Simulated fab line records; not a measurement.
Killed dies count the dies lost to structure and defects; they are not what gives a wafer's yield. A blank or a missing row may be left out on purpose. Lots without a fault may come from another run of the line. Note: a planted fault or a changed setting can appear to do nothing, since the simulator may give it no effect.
The tool behind it: which one? ; flow nandHarc ; Sampling: 12 lots, 35 wafers, 2 of 1302 route steps

## WHAT THE GAUGES SHOWED, per wafer
NHARC_A_BLC_INSPECT_12. Usual: rawDefectCount reads 83 (standard deviation 33).
lot;measured;on;rawDefectCount;flag
L794;day 23 08:27;defectInspect-02;63 54 72;
L796;day 23 09:26;defectInspect-02;58 63 61;
L795;day 23 15:33;defectInspect-01;105 95 100;
L798;day 24 23:25;defectInspect-02;44 72 55;
L799;day 25 10:26;defectInspect-02;150 146 159;
L802;day 25 16:52;defectInspect-02;128 136 113;
L804;day 26 15:32;defectInspect-01;95 83 71;
L806;day 28 01:32;defectInspect-01;103 104 109;
L807;day 28 21:29;defectInspect-02;61 70 71;
L809;day 29 03:49;defectInspect-01;67 73 58;
L814;day 31 13:17;defectInspect-02;26 23;
L816;day 32 11:57;defectInspect-01;129 134 147;

## EACH LOT AND THE TOOL THAT RAN IT (in order: tool; ch and the chambers of the sampled wafers; start)
lot;NHARC_A_CONTACT_ALD_18
L794;aldMetal-02 ch 0,1, day 23 06:20
L796;aldMetal-03 ch 0,1,3, day 23 07:28
L795;aldMetal-02 ch 1,2,3, day 23 13:26
L798;aldMetal-04 ch 1,2, day 24 21:17
L799;aldMetal-04 ch 0,1,2, day 25 08:17
L802;aldMetal-02 ch 0,1, day 25 14:45
L804;aldMetal-03 ch 2,3, day 26 13:32
L806;aldMetal-02 ch 1,2, day 27 23:25
L807;aldMetal-02 ch 0,1,2, day 28 19:22
L809;aldMetal-02 ch 1,2, day 29 01:41
L814;aldMetal-04 ch 0,1, day 31 11:10
L816;aldMetal-04 ch 1,2, day 32 09:48
- NHARC_A_CONTACT_ALD_18: deposits TiN, target thk 3 nm, pulse time 1 s, ald cycles 150.

## WHAT THE TOOLS THEMSELVES READ (means of the sampled wafers that have a number; where no wafer has one, the mark that the record gives instead)
NHARC_A_CONTACT_ALD_18. Usual: heaterPowerW 1105 W, standard deviation 160; precursorPulseHeightRel 1.000, standard deviation 0.021.
lot;tool;heaterPowerW (W);precursorPulseHeightRel;flag
L794;aldMetal-02;961;0.991;
L796;aldMetal-03;1278;1.003;
L795;aldMetal-02;974;0.995;
L798;aldMetal-04;1042;1.008;
L799;aldMetal-04;1103;0.987;
L802;aldMetal-02;976;1.004;
L804;aldMetal-03;1264;0.995;
L806;aldMetal-02;989;0.990;
L807;aldMetal-02;1006;0.999;
L809;aldMetal-02;981;1.031;
L814;aldMetal-04;1124;1.012;
L816;aldMetal-04;1105;0.992;

## THE ANSWER, worked out from the rows above alone
Rule: lot off if the mean of its wafers having a number is beyond 3 standard deviations from the usual mean. A lot without any number at a reading at which 4 lots or more have one is off too. Any other lot the step has rows for is counted as sound. The gauges are gone through in route order, then the tools' own readings, and for those a lot's mean is taken as printed above. The first step at which some lot is off is used, and at that step the reading that is off furthest; a lot without a number counts as furthest.
No lot is off at any reading shown: from this, nothing can be told.

## WHAT THE SIMULATOR HAD PUT IN
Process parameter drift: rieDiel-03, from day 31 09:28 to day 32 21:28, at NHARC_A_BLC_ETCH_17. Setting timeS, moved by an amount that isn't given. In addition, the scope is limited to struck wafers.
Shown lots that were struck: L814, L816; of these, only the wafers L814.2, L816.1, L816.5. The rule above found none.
